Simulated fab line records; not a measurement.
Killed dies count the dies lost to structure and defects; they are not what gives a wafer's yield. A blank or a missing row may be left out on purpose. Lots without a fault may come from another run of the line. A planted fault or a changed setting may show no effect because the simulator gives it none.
Matching of chambers / flow n5Finfet / rieDiel-04 running N5_MOL_CONTACT_COAG_ETCH_105: 4 sister chambers
The step etches SiARC in CF4, target depth 15.6 nm, time 26 s. 14 wafers are shown with their chamber, then 7 later ones without.

WAFERS, EACH WITH ITS CHAMBER
wafer=L074.1; chamber=3; showerheadPlenumPTorr (Torr)=2.06; drypumpMotorCurrentA (A)=5.0; throttleValvePct (%)=15.69
wafer=L074.2; chamber=1; showerheadPlenumPTorr (Torr)=2.09; drypumpMotorCurrentA (A)=5.8; throttleValvePct (%)=15.32
wafer=L074.4; chamber=0; showerheadPlenumPTorr (Torr)=2.29; drypumpMotorCurrentA (A)=5.5; throttleValvePct (%)=15.60
wafer=L075.3; chamber=3; showerheadPlenumPTorr (Torr)=2.06; drypumpMotorCurrentA (A)=5.1; throttleValvePct (%)=15.71
wafer=L075.4; chamber=0; showerheadPlenumPTorr (Torr)=2.29; drypumpMotorCurrentA (A)=5.5; throttleValvePct (%)=15.60
wafer=L075.6; chamber=0; showerheadPlenumPTorr (Torr)=2.29; drypumpMotorCurrentA (A)=5.5; throttleValvePct (%)=15.59
wafer=L080.1; chamber=0; showerheadPlenumPTorr (Torr)=2.29; drypumpMotorCurrentA (A)=5.6; throttleValvePct (%)=15.62
wafer=L080.2; chamber=2; showerheadPlenumPTorr (Torr)=2.27; drypumpMotorCurrentA (A)=5.1; throttleValvePct (%)=15.37
wafer=L080.4; chamber=1; showerheadPlenumPTorr (Torr)=2.09; drypumpMotorCurrentA (A)=5.8; throttleValvePct (%)=15.36
wafer=L083.1; chamber=1; showerheadPlenumPTorr (Torr)=2.09; drypumpMotorCurrentA (A)=5.8; throttleValvePct (%)=15.35
wafer=L083.2; chamber=0; showerheadPlenumPTorr (Torr)=2.29; drypumpMotorCurrentA (A)=5.6; throttleValvePct (%)=15.62
wafer=L083.5; chamber=2; showerheadPlenumPTorr (Torr)=2.27; drypumpMotorCurrentA (A)=5.1; throttleValvePct (%)=15.40
wafer=L086.1; chamber=1; showerheadPlenumPTorr (Torr)=2.08; drypumpMotorCurrentA (A)=5.8; throttleValvePct (%)=15.38
wafer=L086.4; chamber=3; showerheadPlenumPTorr (Torr)=2.05; drypumpMotorCurrentA (A)=5.0; throttleValvePct (%)=15.75

SIGNATURES (means of the wafers above)
reading=showerheadPlenumPTorr; chamber 0=2.2900; chamber 1=2.0875; chamber 2=2.2700; chamber 3=2.0567; scatter within a chamber=0.00376
reading=drypumpMotorCurrentA; chamber 0=5.540; chamber 1=5.800; chamber 2=5.100; chamber 3=5.033; scatter within a chamber=0.0432
reading=throttleValvePct; chamber 0=15.6060; chamber 1=15.3525; chamber 2=15.3850; chamber 3=15.7167; scatter within a chamber=0.0222
Rule: a wafer lies at a distance from a chamber equal to the root of the sum of squares, over the readings, of (its reading less the chamber's mean, divided by the reading's scatter). The wafer belongs to the nearest chamber; if the next one is less than 2 further off, it can't be placed. How the scatter is found: for the shown wafers, subtract from each reading the mean of its chamber, square and add these, divide the total by (wafers less chambers), then take the root.

WAFERS WHOSE CHAMBER IS MISSING
wafer=L086.5; showerheadPlenumPTorr (Torr)=2.05; drypumpMotorCurrentA (A)=5.0; throttleValvePct (%)=15.77
wafer=L087.1; showerheadPlenumPTorr (Torr)=2.05; drypumpMotorCurrentA (A)=5.0; throttleValvePct (%)=15.76
wafer=L087.4; showerheadPlenumPTorr (Torr)=2.08; drypumpMotorCurrentA (A)=5.8; throttleValvePct (%)=15.38
wafer=L087.5; showerheadPlenumPTorr (Torr)=2.08; drypumpMotorCurrentA (A)=5.8; throttleValvePct (%)=15.38
wafer=L088.1; showerheadPlenumPTorr (Torr)=2.27; drypumpMotorCurrentA (A)=5.1; throttleValvePct (%)=15.39
wafer=L088.3; showerheadPlenumPTorr (Torr)=2.08; drypumpMotorCurrentA (A)=5.8; throttleValvePct (%)=15.38
wafer=L088.6; showerheadPlenumPTorr (Torr)=2.08; drypumpMotorCurrentA (A)=5.8; throttleValvePct (%)=15.39

THE CHAMBER EACH PASSED THROUGH
wafer=L086.5; from the rows above=3; in truth=3
wafer=L087.1; from the rows above=3; in truth=3
wafer=L087.4; from the rows above=1; in truth=1
wafer=L087.5; from the rows above=1; in truth=1
wafer=L088.1; from the rows above=2; in truth=2
wafer=L088.3; from the rows above=1; in truth=1
wafer=L088.6; from the rows above=1; in truth=1
Correct placement for 7 of the 7. Can't be placed from these rows: 0. Wrongly placed: 0.
